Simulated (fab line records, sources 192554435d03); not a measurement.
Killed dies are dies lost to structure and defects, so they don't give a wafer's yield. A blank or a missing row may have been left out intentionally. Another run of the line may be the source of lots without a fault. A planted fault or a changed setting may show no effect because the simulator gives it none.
A single fault, viewed from 2 desks -- flow n5Finfet -- numbers are kept per desk, each desk with only its own; the story behind them comes last

THE TOOL OWNER'S DESK: cmp-01
The tool's own readings at N5_BEOL_M2_CMP_52 (polishes, stops on SiOC, t overpolish 6.8 s, target thk 40 nm): means of the sampled wafers that have a number, for each lot that ran on this tool. If a lot's mean is further than 4 standard deviations from the usual mean, the lot is out of limits and carries the mark OUT (the distance appears in the brackets).
Columns: A = barrierFieldEndpointS at N5_BEOL_M2_CMP_52, usual 24.8 s; B = motorCurrentA at N5_BEOL_M2_CMP_52, usual 5.9 A; C = overpolishRunS at N5_BEOL_M2_CMP_52, usual 6.800 s; D = padLifeWafers at N5_BEOL_M2_CMP_52, usual 1374; E = timeToEndpointS at N5_BEOL_M2_CMP_52, usual 62 s
lot,first seen here,A,B,C,D,E
L494,day 7 13:07,23.8,5.2,6.797,320,60
L496,day 7 22:40,25.0,5.6,6.796,404,63
L505,day 10 14:07,19.1 (-7.6) OUT,6.0,6.786,932,48
L506,day 10 18:27,18.9 (-8.0) OUT,5.7,6.804,967,50
L507,day 10 23:05,18.6 (-8.3) OUT,5.6,6.806,1016,44 (-4.5) OUT
This desk's verdict: out of limits on L505, L506, L507, starting with L505 at day 10 14:07 (barrierFieldEndpointS at N5_BEOL_M2_CMP_52). L494, L496: within limits.

AT THE METROLOGY DESK
What the gauges read for every lot (on any tool): the sampled wafers with a number, averaged. If a lot's mean is further than 4 standard deviations from the usual mean, the lot is out of limits and carries the mark OUT (the distance appears in the brackets). 7 of its 10 readings are shown, namely those furthest out on some lot.
Columns: A = DIBL_P at N5_BEOL_M4_RC_MEAS_101, usual 38 mV/V; B = IOFF_N at N5_BEOL_M4_RC_MEAS_101, usual 0.19 nA/um; C = IOFF_P at N5_BEOL_M4_RC_MEAS_101, usual 0.24 nA/um; D = ION_N at N5_BEOL_M4_RC_MEAS_101, usual 679 uA/um; E = ION_P at N5_BEOL_M4_RC_MEAS_101, usual 465 uA/um; F = SS_P at N5_BEOL_M4_RC_MEAS_101, usual 73.7 mV/dec; G = VT_P at N5_BEOL_M4_RC_MEAS_101, usual -249 mV
lot,first seen here,A,B,C,D,E,F,G
L493,day 8 02:04,39,0.18,0.24,676,461,73.8,-250
L494,day 8 11:52,39,0.16,0.21,670,464,73.8,-250
L495,day 8 20:26,36,0.15,0.20,664,458,72.7,-251
L496,day 8 20:35,40,0.23,0.29,691,471,73.9,-246
L499,day 10 05:40,36,0.15,0.19,669,457,73.3,-252
L505,day 11 17:11,40,0.28,0.40,706,483,74.2,-242
L507,day 11 18:13,42,0.27,0.32,696,469,74.9,-244
L506,day 11 19:13,36,0.14,0.21,658,460,73.3,-250
L510,day 12 20:11,37,0.17,0.23,677,465,73.8,-248
L511,day 13 00:09,36,0.18,0.23,678,464,73.7,-250
L512,day 13 22:40,37,0.20,0.24,678,464,73.7,-249
L515,day 14 05:08,38,0.17,0.23,683,466,73.6,-250
This desk's finding: nothing out of limits on any of the 12 lots.

PUT TOGETHER
At day 10 14:07, on L505, L506, L507, the tool owner's desk was in a position to raise an alarm.
The metrology desk saw nothing out of limits.
The metrology desk has L505, L506, L507 on record, within its limits.
On cmp-01, each named lot ran N5_BEOL_M2_CMP_52.

WHAT THE SIMULATOR HAD INSERTED
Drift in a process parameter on cmp-01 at N5_BEOL_M2_CMP_52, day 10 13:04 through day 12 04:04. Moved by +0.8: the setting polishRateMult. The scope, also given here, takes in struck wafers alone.
Struck lots among those shown: L505, L506, L507.
How many hours passed from the start of the fault until each desk's first out-of-limits reading: the tool owner's desk, 1.
